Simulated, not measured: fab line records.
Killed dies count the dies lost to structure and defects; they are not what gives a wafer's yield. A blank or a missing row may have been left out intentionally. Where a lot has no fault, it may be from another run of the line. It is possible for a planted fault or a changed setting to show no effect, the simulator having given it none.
Matching of chambers + flow n5Finfet + 3 sister chambers for N5_BEOL_M13_ILD_DEP_00 on pecvd-04
The step deposits SiOC from DEMS/O2, target thk 837.92 nm, time 166.4 s. 6 wafers are shown with their chamber, then 7 later ones without.

EACH WAFER AND ITS CHAMBER
| wafer  | chamber | throttleValvePct (%) | showerheadVppV (V) |
|--------|---------|----------------------|--------------------|
| L077.2 | 2       | 10.8                 | 1397               |
| L077.5 | 1       | 13.1                 | 1313               |
| L079.4 | 0       | 11.8                 | 1277               |
| L079.6 | 2       | 10.5                 | 1420               |
| L088.2 | 0       | 11.8                 | 1300               |
| L088.3 | 1       | 12.9                 | 1284               |

WAFERS MISSING THEIR CHAMBER
| wafer  | throttleValvePct (%) | showerheadVppV (V) |
|--------|----------------------|--------------------|
| L088.5 | 11.6                 | 1266               |
| L087.1 | 11.9                 | 1282               |
| L087.5 | 11.8                 | 1282               |
| L087.6 | 12.8                 | 1304               |
| L093.2 | 11.9                 | 1274               |
| L093.5 | 13.2                 | 1312               |
| L093.6 | 11.7                 | 1294               |

WHICH CHAMBER EACH ONE RAN IN
| wafer  | from the rows above | in truth |
|--------|---------------------|----------|
| L088.5 | 0                   | 0        |
| L087.1 | 0                   | 0        |
| L087.5 | 0                   | 0        |
| L087.6 | 1                   | 1        |
| L093.2 | 0                   | 0        |
| L093.5 | 1                   | 1        |
| L093.6 | 0                   | 0        |
Placed correctly: 7 of 7. Number that these rows cannot place: 0. Placed wrongly: 0.
How it was worked out, from the rows above alone: a wafer's distance from a chamber is the root of the sum, over the readings, of the square of ((its reading less the chamber's mean) divided by the reading's scatter). The wafer belongs to the nearest chamber; if the next one is less than 2 further off, it can't be placed. Each chamber's mean is taken over the wafers shown for it. How the scatter is found: for the shown wafers, subtract from each reading the mean of its chamber, square and add these, divide the total by (wafers less chambers), then take the root.
